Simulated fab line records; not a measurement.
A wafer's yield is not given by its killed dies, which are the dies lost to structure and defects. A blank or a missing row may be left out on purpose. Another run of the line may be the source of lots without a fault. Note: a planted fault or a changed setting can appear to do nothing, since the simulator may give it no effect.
Chamber matching    flow n5-finfet    N5_HKMG_FIN_ETCH_58 on rie-diel-02 has 4 sister chambers
The step etches SOC in N2/H2, target depth 215.8 nm, time 741 s. 16 wafers are shown with their chamber, then 8 later ones without.

EACH WAFER AND ITS CHAMBER
wafer   chamber  drypump-motor-current-A (A)  showerhead-plenum-p-Torr (Torr)  oes-product-au (a.u.)
L074.1  2        5.1                          2.67                             0.74
L074.5  0        6.2                          2.64                             0.71
L074.6  1        5.8                          2.58                             0.79
L077.1  0        6.2                          2.63                             0.72
L077.3  1        5.8                          2.57                             0.79
L077.6  1        5.7                          2.58                             0.79
L078.4  1        5.7                          2.57                             0.80
L078.5  2        5.1                          2.67                             0.74
L078.6  1        5.7                          2.57                             0.80
L085.1  2        5.1                          2.66                             0.73
L085.4  3        5.3                          2.60                             0.68
L085.6  1        5.8                          2.57                             0.77
L089.2  3        5.3                          2.60                             0.68
L089.3  2        5.1                          2.66                             0.73
L089.6  1        5.7                          2.56                             0.77
L091.2  1        5.8                          2.56                             0.77

SIGNATURES (means of the wafers above)
reading                   chamber 0  chamber 1  chamber 2  chamber 3  scatter within a chamber
drypump-motor-current-A   6.200      5.750      5.100      5.300      0.0408
showerhead-plenum-p-Torr  2.6350     2.5700     2.6650     2.6000     0.00677
oes-product-au            0.7150     0.7850     0.7350     0.6800     0.0106
Rule: for a wafer and a chamber, the distance is found by dividing, reading by reading, the gap between the wafer's reading and the chamber's mean by the reading's scatter, squaring, summing and taking the root. The wafer belongs to the nearest chamber; if the next one is less than 2 further off, it can't be placed. The scatter is the square root of a quotient: the sum, over the shown wafers, of each reading's squared deviation from its chamber's mean, divided by wafers minus chambers.

WAFERS WITH NO CHAMBER GIVEN
wafer   drypump-motor-current-A (A)  showerhead-plenum-p-Torr (Torr)  oes-product-au (a.u.)
L091.3  6.2                          2.62                             0.69
L091.4  5.3                          2.60                             0.68
L094.2  6.2                          2.62                             0.69
L094.3  5.7                          2.56                             0.77
L094.5  5.1                          2.65                             0.71
L097.1  5.3                          2.59                             0.96
L097.4  6.2                          2.61                             0.68
L097.5  5.1                          2.65                             0.71

WHICH CHAMBER EACH WENT THROUGH
wafer    from the rows above   in truth
L091.3   0                     0
L091.4   3                     3
L094.2   0                     0
L094.3   1                     1
L094.5   2                     2
L097.1   1                     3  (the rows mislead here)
L097.4   0                     0
L097.5   2                     2
Correct placement for 7 of the 8. Number that these rows cannot place: 0. Wrongly placed: 1.
